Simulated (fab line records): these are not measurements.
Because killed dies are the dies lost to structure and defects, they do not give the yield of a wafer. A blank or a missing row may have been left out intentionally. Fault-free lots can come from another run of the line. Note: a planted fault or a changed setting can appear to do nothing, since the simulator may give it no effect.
Chamber matching :: flow nand_harc :: NHARC_A_CONTACT_DEP_58 on pecvd-01: 3 sister chambers
The step deposits SiON, target thk 60 nm. 6 wafers are shown with their chamber, then 8 later ones without.

WAFERS, EACH WITH ITS CHAMBER
wafer: L079.6
chamber: 0
heater_power_outer_w (W): 448
heater_power_w (W): 755

wafer: L078.1
chamber: 2
heater_power_outer_w (W): 506
heater_power_w (W): 854

wafer: L078.4
chamber: 0
heater_power_outer_w (W): 426
heater_power_w (W): 726

wafer: L085.4
chamber: 2
heater_power_outer_w (W): 469
heater_power_w (W): 782

wafer: L085.5
chamber: 1
heater_power_outer_w (W): 288
heater_power_w (W): 548

wafer: L090.1
chamber: 1
heater_power_outer_w (W): 330
heater_power_w (W): 610

WAFERS WITHOUT THEIR CHAMBER
wafer: L090.2
heater_power_outer_w (W): 486
heater_power_w (W): 789

wafer: L090.4
heater_power_outer_w (W): 335
heater_power_w (W): 614

wafer: L094.3
heater_power_outer_w (W): 510
heater_power_w (W): 810

wafer: L094.4
heater_power_outer_w (W): 381
heater_power_w (W): 650

wafer: L094.6
heater_power_outer_w (W): 519
heater_power_w (W): 844

wafer: L097.1
heater_power_outer_w (W): 296
heater_power_w (W): 569

wafer: L097.3
heater_power_outer_w (W): 512
heater_power_w (W): 820

wafer: L097.6
heater_power_outer_w (W): 292
heater_power_w (W): 550

EACH ONE'S CHAMBER
wafer: L090.2
from the rows above: can't be placed: 2 or 0
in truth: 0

wafer: L090.4
from the rows above: 1
in truth: 1

wafer: L094.3
from the rows above: 2
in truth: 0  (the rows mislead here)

wafer: L094.4
from the rows above: can't be placed: 0 or 1
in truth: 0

wafer: L094.6
from the rows above: 2
in truth: 2

wafer: L097.1
from the rows above: 1
in truth: 1

wafer: L097.3
from the rows above: 2
in truth: 2

wafer: L097.6
from the rows above: 1
in truth: 1
Correctly placed: 5 of 8. These rows do not allow placing 2 (true chamber among the candidates in 2). Placed wrongly: 1.
How it was worked out, from the rows above alone: a wafer's distance from a chamber is the root of the sum, over the readings, of the square of ((its reading less the chamber's mean) divided by the reading's scatter). If the next closest chamber is less than 2 further off than the closest, the wafer can't be placed; otherwise it belongs to the closest. For every chamber, the mean is computed from those of its wafers that are shown. The scatter: take each reading less its chamber's mean, square it, sum over the shown wafers, divide by the number of wafers less the number of chambers, and take the root.
